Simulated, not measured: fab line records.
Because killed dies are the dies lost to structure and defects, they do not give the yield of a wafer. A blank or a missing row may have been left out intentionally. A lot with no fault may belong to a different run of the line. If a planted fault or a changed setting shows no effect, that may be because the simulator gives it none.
Chamber matching | flow n5 finfet | 4 sister chambers for N5_BEOL_M9_STRIP_19 on rie diel-03
The step strips in O2. 4 wafers are shown with their chamber, then 9 later ones without.

## WAFERS, EACH WITH ITS CHAMBER
wafer  | chamber | drypump motor current A (A)
L084.5 | 0       | 4.9
L084.6 | 1       | 6.0
L086.3 | 2       | 6.2
L086.5 | 3       | 6.3

## WAFERS MISSING THEIR CHAMBER
wafer  | drypump motor current A (A)
L091.2 | 6.0
L091.5 | 6.0
L091.6 | 4.9
L092.3 | 6.3
L092.5 | 6.1
L092.6 | 6.3
L096.1 | 6.1
L096.2 | 6.0
L096.5 | 6.1

## WHICH CHAMBER EACH ONE RAN IN
wafer  | from the rows above          | in truth
L091.2 | 1                            | 1
L091.5 | 1                            | 1
L091.6 | 0                            | 0
L092.3 | can't be placed: 3 or 2      | 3
L092.5 | can't be placed: 1 or 2 or 3 | 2
L092.6 | can't be placed: 3 or 2      | 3
L096.1 | can't be placed: 1 or 2 or 3 | 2
L096.2 | 1                            | 1
L096.5 | can't be placed: 1 or 2 or 3 | 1
Correctly placed: 4 of 9. Unplaceable from these rows: 5, with the true chamber sitting among the candidates in 5. Number placed wrongly: 0.
How it was worked out, from the rows above alone: a wafer's distance from a chamber is the root of the sum, over the readings, of the square of ((its reading less the chamber's mean) divided by the reading's scatter). The wafer belongs to the nearest chamber; if the next one is less than 2 further off, it can't be placed. For every chamber, the mean is computed from those of its wafers that are shown. The scatter: root of mean squared gap, hidden wafer to nearest shown wafer, with one shown wafer a chamber.
